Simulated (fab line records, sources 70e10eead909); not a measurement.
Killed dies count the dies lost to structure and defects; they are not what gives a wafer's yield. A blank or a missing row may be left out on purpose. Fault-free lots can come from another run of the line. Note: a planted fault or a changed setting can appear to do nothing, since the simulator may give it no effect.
A sampling plan put to the test / flow nand harc / 19 faults told of in these records, all on one fab line, each judged by the records of the lots it struck
What counts as the plan is the set of the line's own looks, namely the steps on the route at which a gauge or an inspection reads a wafer and does not change it. A look can be judged if struck wafers have a number there and the file gives its usual mean and standard deviation on fault-free wafers. Caught: at a look after the fault's first step, the mean of the struck wafers lies 4 or more of those standard deviations (sigma) from the usual mean. On the tool: the test repeated on the tool's own readings taken at the fault's steps. Also counted as caught: the struck wafers showing another recipe, or a record that is empty for them alone.

## THE FAULTS, as the simulator had put them in
1. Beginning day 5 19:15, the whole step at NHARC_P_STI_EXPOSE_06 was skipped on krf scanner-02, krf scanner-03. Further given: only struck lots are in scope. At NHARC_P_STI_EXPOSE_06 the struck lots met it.
2. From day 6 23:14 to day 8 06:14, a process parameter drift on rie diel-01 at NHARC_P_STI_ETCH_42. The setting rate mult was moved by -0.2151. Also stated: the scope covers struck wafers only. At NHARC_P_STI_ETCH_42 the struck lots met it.
3. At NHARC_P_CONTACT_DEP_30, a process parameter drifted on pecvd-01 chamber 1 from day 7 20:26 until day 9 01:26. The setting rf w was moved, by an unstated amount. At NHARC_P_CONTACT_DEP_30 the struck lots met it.
4. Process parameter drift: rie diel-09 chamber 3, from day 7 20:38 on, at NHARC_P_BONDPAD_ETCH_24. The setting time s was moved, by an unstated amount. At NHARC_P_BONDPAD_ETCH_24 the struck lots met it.
5. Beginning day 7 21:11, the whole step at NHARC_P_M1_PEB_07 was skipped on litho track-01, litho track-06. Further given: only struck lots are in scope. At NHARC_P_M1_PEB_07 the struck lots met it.
6. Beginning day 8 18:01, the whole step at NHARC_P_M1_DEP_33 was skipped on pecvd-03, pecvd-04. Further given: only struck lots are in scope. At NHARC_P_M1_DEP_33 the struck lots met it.
7. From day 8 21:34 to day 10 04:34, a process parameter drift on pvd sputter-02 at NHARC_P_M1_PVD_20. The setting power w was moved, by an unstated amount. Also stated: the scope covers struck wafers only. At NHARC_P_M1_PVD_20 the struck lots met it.
8. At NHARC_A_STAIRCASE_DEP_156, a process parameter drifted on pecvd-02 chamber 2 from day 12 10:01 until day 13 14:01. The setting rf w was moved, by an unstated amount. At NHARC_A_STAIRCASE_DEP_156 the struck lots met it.
9. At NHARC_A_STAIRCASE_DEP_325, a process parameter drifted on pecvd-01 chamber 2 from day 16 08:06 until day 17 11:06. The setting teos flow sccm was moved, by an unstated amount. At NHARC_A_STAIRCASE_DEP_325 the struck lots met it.
10. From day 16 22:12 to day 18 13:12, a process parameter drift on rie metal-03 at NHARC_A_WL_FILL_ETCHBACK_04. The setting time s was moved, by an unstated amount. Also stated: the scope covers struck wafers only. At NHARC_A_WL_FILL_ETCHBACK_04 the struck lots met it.
11. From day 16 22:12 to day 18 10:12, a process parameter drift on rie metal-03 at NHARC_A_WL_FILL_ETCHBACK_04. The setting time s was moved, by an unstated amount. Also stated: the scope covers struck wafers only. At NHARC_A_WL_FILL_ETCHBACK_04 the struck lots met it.
12. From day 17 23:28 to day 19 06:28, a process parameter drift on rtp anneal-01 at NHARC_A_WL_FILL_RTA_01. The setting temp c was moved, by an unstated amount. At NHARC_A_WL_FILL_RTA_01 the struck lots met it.
13. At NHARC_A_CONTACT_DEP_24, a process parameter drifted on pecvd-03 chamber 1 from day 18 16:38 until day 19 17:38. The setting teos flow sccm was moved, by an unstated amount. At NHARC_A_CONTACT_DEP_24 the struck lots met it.
14. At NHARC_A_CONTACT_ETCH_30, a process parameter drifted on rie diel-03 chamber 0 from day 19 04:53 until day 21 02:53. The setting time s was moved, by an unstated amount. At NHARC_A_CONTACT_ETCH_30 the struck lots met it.
15. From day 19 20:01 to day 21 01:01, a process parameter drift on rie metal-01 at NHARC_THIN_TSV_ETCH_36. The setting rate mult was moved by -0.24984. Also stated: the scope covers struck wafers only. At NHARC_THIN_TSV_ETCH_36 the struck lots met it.
16. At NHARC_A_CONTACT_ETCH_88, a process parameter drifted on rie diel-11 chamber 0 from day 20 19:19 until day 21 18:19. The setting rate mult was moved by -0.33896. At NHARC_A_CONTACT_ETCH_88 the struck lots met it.
17. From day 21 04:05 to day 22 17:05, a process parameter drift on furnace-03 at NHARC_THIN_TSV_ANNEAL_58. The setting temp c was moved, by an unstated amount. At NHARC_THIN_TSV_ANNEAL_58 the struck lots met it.
18. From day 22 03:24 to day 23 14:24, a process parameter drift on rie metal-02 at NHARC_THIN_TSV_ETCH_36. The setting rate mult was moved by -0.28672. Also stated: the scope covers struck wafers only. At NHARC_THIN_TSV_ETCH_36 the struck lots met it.
19. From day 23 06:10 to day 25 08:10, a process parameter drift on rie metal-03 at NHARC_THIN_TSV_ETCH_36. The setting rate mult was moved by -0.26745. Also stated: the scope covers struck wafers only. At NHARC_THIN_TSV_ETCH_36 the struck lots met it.

## WHAT THE PLAN SAW
fault=1; on the tool itself=no reading that can be judged; first look that catches it=no look after it can be judged; reading, sigma=-; median hours from its first step to that look=-; hours from the fault's start to the first struck lot there=-; judged looks passed uncaught=0
fault=2; on the tool itself=oes product au -20 sigma; first look that catches it=no look after it can be judged; reading, sigma=-; median hours from its first step to that look=-; hours from the fault's start to the first struck lot there=-; judged looks passed uncaught=0
fault=3; on the tool itself=rf fwd power W -47 sigma; first look that catches it=no look after it can be judged; reading, sigma=-; median hours from its first step to that look=-; hours from the fault's start to the first struck lot there=-; judged looks passed uncaught=0
fault=4; on the tool itself=run length s -44 sigma; first look that catches it=not the one look that can be judged after it; reading, sigma=-; median hours from its first step to that look=-; hours from the fault's start to the first struck lot there=-; judged looks passed uncaught=1
fault=5; on the tool itself=the tool's record is blank for the struck wafers; first look that catches it=no look after it can be judged; reading, sigma=-; median hours from its first step to that look=-; hours from the fault's start to the first struck lot there=-; judged looks passed uncaught=0
fault=6; on the tool itself=the tool's record is blank for the struck wafers; first look that catches it=no look after it can be judged; reading, sigma=-; median hours from its first step to that look=-; hours from the fault's start to the first struck lot there=-; judged looks passed uncaught=0
fault=7; on the tool itself=cathode dc power W +99 or beyond sigma; first look that catches it=no look after it can be judged; reading, sigma=-; median hours from its first step to that look=-; hours from the fault's start to the first struck lot there=-; judged looks passed uncaught=0
fault=8; on the tool itself=rf fwd power W -50 sigma; first look that catches it=no look after it can be judged; reading, sigma=-; median hours from its first step to that look=-; hours from the fault's start to the first struck lot there=-; judged looks passed uncaught=0
fault=9; on the tool itself=mfc precursor sccm +81 sigma; first look that catches it=not the one look that can be judged after it; reading, sigma=-; median hours from its first step to that look=-; hours from the fault's start to the first struck lot there=-; judged looks passed uncaught=1
fault=10; on the tool itself=run length s +65 sigma; first look that catches it=not the one look that can be judged after it; reading, sigma=-; median hours from its first step to that look=-; hours from the fault's start to the first struck lot there=-; judged looks passed uncaught=1
fault=11; on the tool itself=run length s +21 sigma; first look that catches it=no look after it can be judged; reading, sigma=-; median hours from its first step to that look=-; hours from the fault's start to the first struck lot there=-; judged looks passed uncaught=0
fault=12; on the tool itself=wafer_temp_C_max -24 sigma; first look that catches it=no look after it can be judged; reading, sigma=-; median hours from its first step to that look=-; hours from the fault's start to the first struck lot there=-; judged looks passed uncaught=0
fault=13; on the tool itself=mfc precursor sccm +33 sigma; first look that catches it=not the one look that can be judged after it; reading, sigma=-; median hours from its first step to that look=-; hours from the fault's start to the first struck lot there=-; judged looks passed uncaught=1
fault=14; on the tool itself=run length s -7.3 sigma; first look that catches it=no look after it can be judged; reading, sigma=-; median hours from its first step to that look=-; hours from the fault's start to the first struck lot there=-; judged looks passed uncaught=0
fault=15; on the tool itself=oes product au -21 sigma; first look that catches it=not the one look that can be judged after it; reading, sigma=-; median hours from its first step to that look=-; hours from the fault's start to the first struck lot there=-; judged looks passed uncaught=1
fault=16; on the tool itself=oes product au -25 sigma; first look that catches it=NHARC_END_SORT_01; reading, sigma=killed at array +66; median hours from its first step to that look=59.3; hours from the fault's start to the first struck lot there=68; judged looks passed uncaught=0
fault=17; on the tool itself=spike tc lower C +28 sigma; first look that catches it=not the one look that can be judged after it; reading, sigma=-; median hours from its first step to that look=-; hours from the fault's start to the first struck lot there=-; judged looks passed uncaught=1
fault=18; on the tool itself=oes product au -25 sigma; first look that catches it=not the one look that can be judged after it; reading, sigma=-; median hours from its first step to that look=-; hours from the fault's start to the first struck lot there=-; judged looks passed uncaught=1
fault=19; on the tool itself=oes product au -23 sigma; first look that catches it=no look after it can be judged; reading, sigma=-; median hours from its first step to that look=-; hours from the fault's start to the first struck lot there=-; judged looks passed uncaught=0
A dash: the fault isn't caught, or these records don't give the number.

Caught at a look: 1 of 19. Caught on the tool: 18 of 19. By one or the other: 18 of 19.
Faults 2, 3, 4, 5, 6, 7, 8, 9, 10, 11, 12, 13, 14, 15, 17, 18, 19 were caught on the tool alone.
Caught by neither: fault 1.

## THINNER SAMPLING
If the look that catches a fault measured only every second or every third lot, by lot number, the first struck lot would be measured this late in the worst case:
fault=16; struck lots at that look, in order of time=L308, L311, L314; every lot=68 h; every second lot=75 h; every third lot=may miss all 3
Hours count from the start of the fault until the first struck lot that is measured. Since the struck wafers were tested as one group against 4 sigma, a single lot by itself may lie under the limit. Other struck lots may not be in these records.

## THE LONGEST TIMED WAY FROM STEP TO LOOK
Fault 16: a median of 59.3 hours passes between NHARC_A_CONTACT_ETCH_88 and NHARC_END_SORT_01. No look between them can be judged.
